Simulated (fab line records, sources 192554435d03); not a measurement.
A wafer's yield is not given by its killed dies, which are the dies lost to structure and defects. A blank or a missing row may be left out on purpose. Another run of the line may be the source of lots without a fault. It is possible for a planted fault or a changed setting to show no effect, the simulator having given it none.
What tool caused it? + flow n5-finfet + Sampling: 15 lots, 44 wafers, 6 of 1938 route steps

## WHAT THE GAUGES READ, wafer by wafer
N5_PMOS_HMC_CHANNEL_EPI_THK_MEAS_22. Usual: HMC_CMP_THK typically reads 53.7 nm, with standard deviation 1.1.
| lot  | measured    | on            | HMC_CMP_THK (nm) | flag |
|------|-------------|---------------|------------------|------|
| L887 | day 1 19:53 | film-metro-02 | 55.2 55.2 51.7   |      |
| L888 | day 2 03:07 | film-metro-02 | 55.1 54.4        |      |
| L889 | day 2 07:47 | film-metro-02 | 53.5 54.2 52.8   |      |
| L890 | day 2 13:26 | film-metro-02 | 53.5 53.6 53.9   |      |
| L894 | day 3 15:05 | film-metro-02 | 59.9 60.5 59.9   | OFF  |
| L895 | day 3 21:16 | film-metro-02 | 58.9 59.0 59.1   | OFF  |
| L896 | day 4 02:40 | film-metro-01 | 58.9 58.3 58.7   | OFF  |
| L898 | day 4 13:46 | film-metro-02 | 52.8 55.4 51.6   |      |
| L904 | day 6 01:59 | film-metro-01 | 52.0 53.6 53.2   |      |
| L905 | day 6 08:13 | film-metro-01 | 54.2 54.0 54.6   |      |
| L906 | day 6 13:43 | film-metro-01 | 52.4 54.2 54.7   |      |
| L907 | day 6 19:46 | film-metro-01 | 52.4 54.3 53.9   |      |
| L908 | day 7 01:43 | film-metro-02 | 53.9 53.3 54.6   |      |
| L909 | day 7 08:35 | film-metro-02 | 54.5 55.6 52.2   |      |
| L910 | day 7 13:45 | film-metro-02 | 51.8 53.4 54.0   |      |

N5_PMOS_HMC_CHANNEL_EPI_INSPECT_30: inspects for defects (darkfield). Usual: raw-defect-count reads 20 (standard deviation 6.6).
| lot  | measured    | on                | raw-defect-count | flag |
|------|-------------|-------------------|------------------|------|
| L887 | day 1 20:22 | defect-inspect-02 | 36 18 10         |      |
| L888 | day 2 03:36 | defect-inspect-01 | 30 23            |      |
| L889 | day 2 08:16 | defect-inspect-02 | 16 18 19         |      |
| L890 | day 2 13:55 | defect-inspect-02 | 16 23 21         |      |
| L894 | day 3 15:34 | defect-inspect-01 | 26 37 30         |      |
| L895 | day 3 21:45 | defect-inspect-01 | 56 46 63         | OFF  |
| L896 | day 4 03:09 | defect-inspect-02 | 62 72 65         | OFF  |
| L898 | day 4 14:14 | defect-inspect-01 | 20 14 9          |      |
| L904 | day 6 02:28 | defect-inspect-01 | 20 20 21         |      |
| L905 | day 6 08:42 | defect-inspect-02 | 18 29 28         |      |
| L906 | day 6 14:13 | defect-inspect-02 | 22 24 14         |      |
| L907 | day 6 20:14 | defect-inspect-01 | 13 24 23         |      |
| L908 | day 7 02:11 | defect-inspect-01 | 13 17 24         |      |
| L909 | day 7 09:10 | defect-inspect-01 | 26 21 20         |      |
| L910 | day 7 14:20 | defect-inspect-01 | 9 29 16          |      |

N5_BEOL_M4_RC_MEAS_101. Usual: DIBL_N 36.0 mV/V, standard deviation 2.2; DIBL_P 35.9 mV/V, standard deviation 2.6; IOFF_N 0.16 nA/um, standard deviation 0.038; IOFF_P 0.21 nA/um, standard deviation 0.042; ION_N 675 uA/um, standard deviation 15; ION_P 463 uA/um, standard deviation 10; SS_N 71.5 mV/dec, standard deviation 0.62; SS_P 73.2 mV/dec, standard deviation 0.76; VT_N 250 mV, standard deviation 4.1; VT_P -251 mV, standard deviation 3.6.
| lot  | measured     | on        | DIBL_N (mV/V)  | DIBL_P (mV/V)  | IOFF_N (nA/um) | IOFF_P (nA/um) | ION_N (uA/um) | ION_P (uA/um) | SS_N (mV/dec)  | SS_P (mV/dec)  | VT_N (mV)   | VT_P (mV)      | flag |
|------|--------------|-----------|----------------|----------------|----------------|----------------|---------------|---------------|----------------|----------------|-------------|----------------|------|
| L887 | day 7 20:41  | prober-01 | 35.0 32.8 33.8 | 34.6 32.3 32.1 | 0.13 0.11 0.12 | 0.20 0.17 0.16 | 672 658 665   | 464 457 461   | 71.2 70.6 71.6 | 72.7 72.4 72.1 | 250 256 254 | -250 -251 -251 |      |
| L888 | day 8 00:44  | prober-01 | 37.3 35.4      | 37.3 35.0      | 0.17 0.14      | 0.21 0.19      | 674 667       | 461 454       | 71.5 71.6      | 73.2 72.4      | 251 251     | -254 -253      |      |
| L889 | day 8 00:55  | prober-02 | 36.3 35.1 32.8 | 37.2 36.8 34.1 | 0.17 0.15 0.12 | 0.21 0.19 0.16 | 675 662 672   | 458 454 463   | 72.3 71.6 70.7 | 73.5 73.3 72.1 | 249 251 253 | -252 -252 -255 |      |
| L890 | day 9 02:25  | prober-02 | 33.3 36.6 34.8 | 33.6 37.5 34.4 | 0.12 0.17 0.14 | 0.15 0.20 0.15 | 657 680 656   | 446 458 444   | 70.9 72.6 71.8 | 73.0 73.8 73.3 | 253 247 251 | -255 -251 -255 |      |
| L898 | day 10 14:30 | prober-01 | 38.5 32.9 37.7 | 36.9 30.5 36.0 | 0.16 0.09 0.16 | 0.26 0.17 0.25 | 684 639 674   | 475 447 474   | 71.2 70.3 71.4 | 73.7 72.9 73.6 | 248 257 248 | -247 -250 -245 |      |
| L904 | day 12 02:56 | prober-02 | 37.0 37.4 36.6 | 38.5 38.1 36.9 | 0.17 0.20 0.17 | 0.24 0.23 0.22 | 661 697 686   | 456 478 464   | 72.0 71.2 70.7 | 73.5 73.8 72.4 | 246 243 248 | -249 -251 -250 |      |
| L905 | day 12 00:15 | prober-02 | 38.2 38.3 37.3 | 34.2 37.3 36.2 | 0.15 0.17 0.16 | 0.19 0.23 0.22 | 658 691 687   | 452 473 474   | 71.8 71.6 71.0 | 73.3 73.5 73.4 | 253 245 248 | -253 -251 -249 |      |
| L906 | day 12 17:16 | prober-02 | 38.6 39.9 38.5 | 39.0 42.4 39.0 | 0.18 0.22 0.20 | 0.23 0.29 0.25 | 675 696 689   | 464 482 472   | 71.9 72.1 71.6 | 73.4 73.9 73.0 | 249 245 246 | -250 -248 -250 |      |
| L907 | day 13 05:34 | prober-02 | 38.0 34.9 34.1 | 39.0 35.5 34.3 | 0.20 0.15 0.13 | 0.25 0.19 0.18 | 685 689 664   | 465 469 458   | 72.1 71.6 71.3 | 74.5 73.0 73.1 | 248 250 253 | -251 -250 -254 |      |
| L908 | day 13 02:10 | prober-02 | 35.9 32.9 33.8 | 36.9 32.5 31.9 | 0.17 0.12 0.12 | 0.28 0.19 0.18 | 684 663 656   | 476 462 454   | 71.5 70.3 70.8 | 74.2 72.6 72.2 | 249 255 252 | -243 -249 -251 |      |
| L909 | day 13 18:15 | prober-01 | 37.4 33.0 37.6 | 40.0 33.5 40.5 | 0.21 0.14 0.22 | 0.26 0.17 0.25 | 678 679 692   | 458 467 470   | 71.8 71.5 72.9 | 74.5 72.5 74.6 | 242 249 244 | -250 -254 -249 |      |
| L910 | day 13 18:21 | prober-02 | 36.0 35.7 35.6 | 37.0 36.7 37.8 | 0.18 0.18 0.19 | 0.25 0.25 0.28 | 684 693 700   | 464 475 491   | 71.0 71.2 71.5 | 73.4 73.6 74.2 | 245 244 245 | -248 -245 -245 |      |

## WHICH TOOL RAN EACH LOT (tool, then ch and the chambers of the sampled wafers, then the start)
| lot  | N5_WELL_APT_RTA_34              | N5_PMOS_HMC_CHANNEL_EPI_HM_DEP_34 | N5_PMOS_HMC_CHANNEL_EPI_CMP_21 |
|------|---------------------------------|-----------------------------------|--------------------------------|
| L887 | rtp-anneal-01 ch 0, day 1 15:48 | pecvd-01 ch 0,1, day 1 16:41      | cmp-01 ch 0,2,3, day 1 19:35   |
| L888 | rtp-anneal-01 ch 0, day 1 23:03 | pecvd-01 ch 0, day 1 23:59        | cmp-02 ch 1,2, day 2 02:50     |
| L889 | rtp-anneal-02 ch 0, day 2 04:12 | pecvd-03 ch 0,2, day 2 05:08      | cmp-04 ch 0,2,3, day 2 07:34   |
| L890 | rtp-anneal-02 ch 0, day 2 09:56 | pecvd-03 ch 0,1,2, day 2 10:49    | cmp-01 ch 1,2,3, day 2 13:08   |
| L894 | rtp-anneal-02 ch 0, day 3 11:24 | pecvd-01 ch 0,2, day 3 12:19      | cmp-02 ch 1,2,3, day 3 14:49   |
| L895 | rtp-anneal-02 ch 0, day 3 17:44 | pecvd-01 ch 0,2, day 3 18:38      | cmp-01 ch 1,2,3, day 3 21:03   |
| L896 | rtp-anneal-02 ch 0, day 3 22:05 | pecvd-01 ch 0,1,2, day 3 22:59    | cmp-02 ch 0,1,3, day 4 02:25   |
| L898 | rtp-anneal-01 ch 0, day 4 09:51 | pecvd-01 ch 0,1, day 4 10:46      | cmp-02 ch 0,1,2, day 4 13:32   |
| L904 | rtp-anneal-02 ch 0, day 5 22:07 | pecvd-02 ch 0,2, day 5 23:14      | cmp-01 ch 0,2,3, day 6 01:42   |
| L905 | rtp-anneal-01 ch 0, day 6 04:31 | pecvd-01 ch 0,2, day 6 05:28      | cmp-04 ch 0,2,3, day 6 08:00   |
| L906 | rtp-anneal-02 ch 0, day 6 09:55 | pecvd-02 ch 0,1,2, day 6 10:48    | cmp-04 ch 2,3, day 6 13:28     |
| L907 | rtp-anneal-02 ch 0, day 6 16:02 | pecvd-03 ch 0,1,2, day 6 16:58    | cmp-01 ch 0,1,3, day 6 19:28   |
| L908 | rtp-anneal-01 ch 0, day 6 21:41 | pecvd-02 ch 0,2, day 6 22:35      | cmp-02 ch 0,1, day 7 01:25     |
| L909 | rtp-anneal-01 ch 0, day 7 05:00 | pecvd-03 ch 0,1,2, day 7 05:56    | cmp-02 ch 0,1,2, day 7 08:17   |
| L910 | rtp-anneal-01 ch 0, day 7 09:56 | pecvd-03 ch 0,1,2, day 7 10:50    | cmp-01 ch 0,1,2, day 7 13:32   |
- N5_WELL_APT_RTA_34: time 10 s.
- N5_PMOS_HMC_CHANNEL_EPI_HM_DEP_34: deposits SiO2 from TEOS/O2, target thk 36 nm, time 6.9 s.
- N5_PMOS_HMC_CHANNEL_EPI_CMP_21: polishes SiGe30, target thk 54 nm.

## AS READ BY THE TOOLS THEMSELVES (means over the sampled wafers that have a number; for cases with no such wafer, the mark the record gives instead)
N5_WELL_APT_RTA_34. Usual: lamp-power-pct 13.01 %, standard deviation 0.055; wafer_temp_C_max 1003.7, standard deviation 1.
| lot  | tool          | lamp-power-pct (%) | wafer_temp_C_max | flag |
|------|---------------|--------------------|------------------|------|
| L887 | rtp-anneal-01 | 12.99              | 1003.9           |      |
| L888 | rtp-anneal-01 | 13.02              | 1003.0           |      |
| L889 | rtp-anneal-02 | 13.02              | 1003.0           |      |
| L890 | rtp-anneal-02 | 13.05              | 1004.4           |      |
| L894 | rtp-anneal-02 | 13.07              | 1004.1           |      |
| L895 | rtp-anneal-02 | 13.03              | 1003.9           |      |
| L896 | rtp-anneal-02 | 13.01              | 1003.3           |      |
| L898 | rtp-anneal-01 | 13.01              | 1003.4           |      |
| L904 | rtp-anneal-02 | 13.02              | 1003.5           |      |
| L905 | rtp-anneal-01 | 12.99              | 1003.0           |      |
| L906 | rtp-anneal-02 | 12.98              | 1004.0           |      |
| L907 | rtp-anneal-02 | 13.02              | 1003.6           |      |
| L908 | rtp-anneal-01 | 13.03              | 1004.9           |      |
| L909 | rtp-anneal-01 | 13.04              | 1003.3           |      |
| L910 | rtp-anneal-01 | 12.99              | 1003.0           |      |

N5_PMOS_HMC_CHANNEL_EPI_HM_DEP_34. Usual: heater-power-w 601 W, standard deviation 110; showerhead-plenum-p-Torr 8.35 Torr, standard deviation 0.057; throttle-valve-pct 18.2 %, standard deviation 1.
| lot  | tool     | heater-power-w (W) | showerhead-plenum-p-Torr (Torr) | throttle-valve-pct (%) | flag |
|------|----------|--------------------|---------------------------------|------------------------|------|
| L887 | pecvd-01 | 655                | 8.36                            | 18.2                   |      |
| L888 | pecvd-01 | 550                | 8.43                            | 18.2                   |      |
| L889 | pecvd-03 | 474                | 8.37                            | 17.1                   |      |
| L890 | pecvd-03 | 565                | 8.39                            | 17.8                   |      |
| L894 | pecvd-01 | 622                | 8.35                            | 17.9                   |      |
| L895 | pecvd-01 | 627                | 8.34                            | 17.9                   |      |
| L896 | pecvd-01 | 631                | 8.32                            | 17.8                   |      |
| L898 | pecvd-01 | 676                | 8.33                            | 18.2                   |      |
| L904 | pecvd-02 | 593                | 8.36                            | 19.2                   |      |
| L905 | pecvd-01 | 660                | 8.31                            | 17.3                   |      |
| L906 | pecvd-02 | 560                | 8.34                            | 19.3                   |      |
| L907 | pecvd-03 | 519                | 8.38                            | 17.6                   |      |
| L908 | pecvd-02 | 575                | 8.35                            | 19.1                   |      |
| L909 | pecvd-03 | 573                | 8.37                            | 18.0                   |      |
| L910 | pecvd-03 | 585                | 8.38                            | 17.8                   |      |

N5_PMOS_HMC_CHANNEL_EPI_CMP_21. Usual: edge-zone-pressure-frac 1.000, standard deviation 0.0048; motor-current-A 12.6 A, standard deviation 1.2; slurry-filter-dp-kPa 13.50 kPa, standard deviation 0.13.
| lot  | tool   | edge-zone-pressure-frac | motor-current-A (A) | slurry-filter-dp-kPa (kPa) | flag |
|------|--------|-------------------------|---------------------|----------------------------|------|
| L887 | cmp-01 | 0.996                   | 12.2                | 13.63                      |      |
| L888 | cmp-02 | 1.002                   | 12.9                | 13.50                      |      |
| L889 | cmp-04 | 1.003                   | 13.2                | 13.51                      |      |
| L890 | cmp-01 | 0.999                   | 12.2                | 13.51                      |      |
| L894 | cmp-02 | -                       | -                   | -                          | OFF  |
| L895 | cmp-01 | -                       | -                   | -                          | OFF  |
| L896 | cmp-02 | -                       | -                   | -                          | OFF  |
| L898 | cmp-02 | 1.001                   | 13.0                | 13.60                      |      |
| L904 | cmp-01 | 1.004                   | 12.1                | 13.55                      |      |
| L905 | cmp-04 | 1.000                   | 13.4                | 13.47                      |      |
| L906 | cmp-04 | 1.000                   | 14.6                | 13.47                      |      |
| L907 | cmp-01 | 1.001                   | 11.4                | 13.43                      |      |
| L908 | cmp-02 | 0.995                   | 12.2                | 13.48                      |      |
| L909 | cmp-02 | 1.006                   | 13.4                | 13.40                      |      |
| L910 | cmp-01 | 0.999                   | 11.9                | 13.39                      |      |

## THE ANSWER, worked out from the rows above alone
Rule: a lot is off if the mean of its wafers that have a number lies more than 3 standard deviations from the usual mean. A lot without any number at a reading at which 4 lots or more have one is off too. Where the step has rows for the other lots, those lots are counted as sound. First the gauges in route order, then the tools' own readings, where a lot's mean is used as printed above. The first step at which some lot is off is used, and at that step the reading that is off furthest; a lot without a number counts as furthest.
Off: L894, L895, L896, seen at N5_PMOS_HMC_CHANNEL_EPI_THK_MEAS_22 (HMC_CMP_THK).
If a tool, at a process step before that reading, ran all the lots that are off and no sound lot after the first of them, it fits. Not tried: the gauges at N5_PMOS_HMC_CHANNEL_EPI_THK_MEAS_22; whatever is off there is also off at N5_PMOS_HMC_CHANNEL_EPI_CMP_21, on other tools, and gauge error can't account for it. Not one of the candidates tried fits.

## WHAT THE SIMULATOR PUT IN
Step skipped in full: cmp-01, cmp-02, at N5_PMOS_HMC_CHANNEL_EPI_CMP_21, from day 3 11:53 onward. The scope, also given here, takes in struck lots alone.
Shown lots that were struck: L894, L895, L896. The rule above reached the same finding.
